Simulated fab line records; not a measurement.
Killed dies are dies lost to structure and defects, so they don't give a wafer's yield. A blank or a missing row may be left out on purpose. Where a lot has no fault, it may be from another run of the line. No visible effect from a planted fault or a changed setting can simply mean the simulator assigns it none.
A struck lot beside a sound one ; flow nand_harc ; 13 steps out of a route of 1159
Sound: wafers L965.2, L965.3, L965.5. Struck: wafer L982.6. (L982.3, L982.5 of the same lot were not struck and are left out.) The cause comes at the end.
Order at every step that has rows: each side's tool, ch and its chambers, its first start. Under that, the readings that differ: sound wafers ; struck wafers ; difference of the means ; sigmas: that difference in standard deviations of wafers without a fault.
alike: words and numbers the same on both sides, and readings whose means are apart by under 2 such deviations; not compared: readings that were withheld, readings missing a value for some wafer, numbers with overlapping values and no deviation given by the record, and bounds like >300 which may hide the same value.
Wherever a step has rows on one side only, a row that says differs or no value, or a row with sigmas, the two part there. When numbers do not overlap yet have no deviation, they are printed without sigmas and do not part them. A reading missing from all wafers of one side parts the sides only when that side holds two or more wafers.

first, 2 steps without rows for these wafers: NHARC_A_WL_FILL_CVD_03 (deposits W, target thk 40 nm, time 3302 s); NHARC_A_WL_FILL_ETCHBACK_04 (etches the open film in NF3, target depth 60 nm, time 120 s).
NHARC_A_WL_FILL_ETCHBACK_05: etches the open film in Cl2/BCl3, target depth 22 nm, time 60 s.
  sound on rie_metal-01 ch 0,1, day 15 18:04; struck on rie_metal-01 ch 1, day 20 20:26
  alike: chamber_pressure_mTorr, drypump_motor_current_A, oes_product_au, run_length_s
  not compared: rf_hours_counter_h
NHARC_A_WL_FILL_STRIP_27: strips in N2/H2, time 20 s.
  sound on plasma_asher-02 ch 0,1, day 15 18:13; struck on plasma_asher-01 ch 0, day 20 20:37
  alike: drypump_motor_current_A, heater_power_w
  not compared: rf_hours_counter_h
then, 4 steps without rows for these wafers: NHARC_A_WL_FILL_STRIP_28 (strips in post etch residue remover, time 1200 s); NHARC_A_WL_FILL_PRECLEAN_06 (cleans in DIW, time 300 s); NHARC_A_WL_FILL_SRD_07; NHARC_A_WL_FILL_ANNEAL_08 (time 1800 s).
NHARC_A_WL_FILL_ALD_10: deposits SiO2, target thk 50 nm, pulse time 10 s, ald cycles 500.
  sound on ald_hk-01 ch 2,3, day 15 22:37; struck on ald_hk-01 ch 3, day 21 03:53
  alike: heater_power_w, precursor_pulse_height_rel
NHARC_A_WL_FILL_ETCHBACK_16: etches the open film in C4F8/O2/Ar, target depth 88 nm, time 17.6 s.
  sound on rie_diel-03 ch 2,3; struck on rie_diel-12 ch 2
  alike: bias_w, chamber_pressure_mTorr, oes_product_au, rf_vpp_V, run_length_s
  not compared: rf_hours_counter_h
NHARC_A_WL_FILL_STRIP_29: strips in O2, time 20 s.
  sound on rie_diel-03 ch 2,3, day 16 03:22; struck on rie_diel-12 ch 2, day 21 06:34
reading;sound;struck;difference;sigmas
drypump_motor_current_A (A);6.2 6.3 6.2;5.3;-0.9;-2
  alike: chamber_pressure_mTorr, oes_product_au, rf_vpp_V, showerhead_plenum_p_Torr, throttle_valve_pct
  not compared: rf_hours_counter_h
NHARC_A_WL_FILL_ETCHBACK_17: etches the open film in Cl2/BCl3, target depth 4 nm, time 26.7 s.
  sound on rie_metal-02 ch 1, day 16 03:26; struck on rie_metal-01 ch 0, day 21 06:42
reading;sound;struck;difference;sigmas
run_length_s (s);48.06 48.37 48.26;38.39;-9.84;-34
  alike: chamber_pressure_mTorr, drypump_motor_current_A, oes_product_au
  not compared: rf_hours_counter_h
then, 1 step without rows for these wafers: NHARC_A_WL_FILL_PRECLEAN_18 (cleans in dHF, time 30 s).

## WHERE THEY PART
Last at NHARC_A_WL_FILL_ETCHBACK_17 as far as this record goes, first at NHARC_A_WL_FILL_STRIP_29.

WHY: what had been put in by the simulator
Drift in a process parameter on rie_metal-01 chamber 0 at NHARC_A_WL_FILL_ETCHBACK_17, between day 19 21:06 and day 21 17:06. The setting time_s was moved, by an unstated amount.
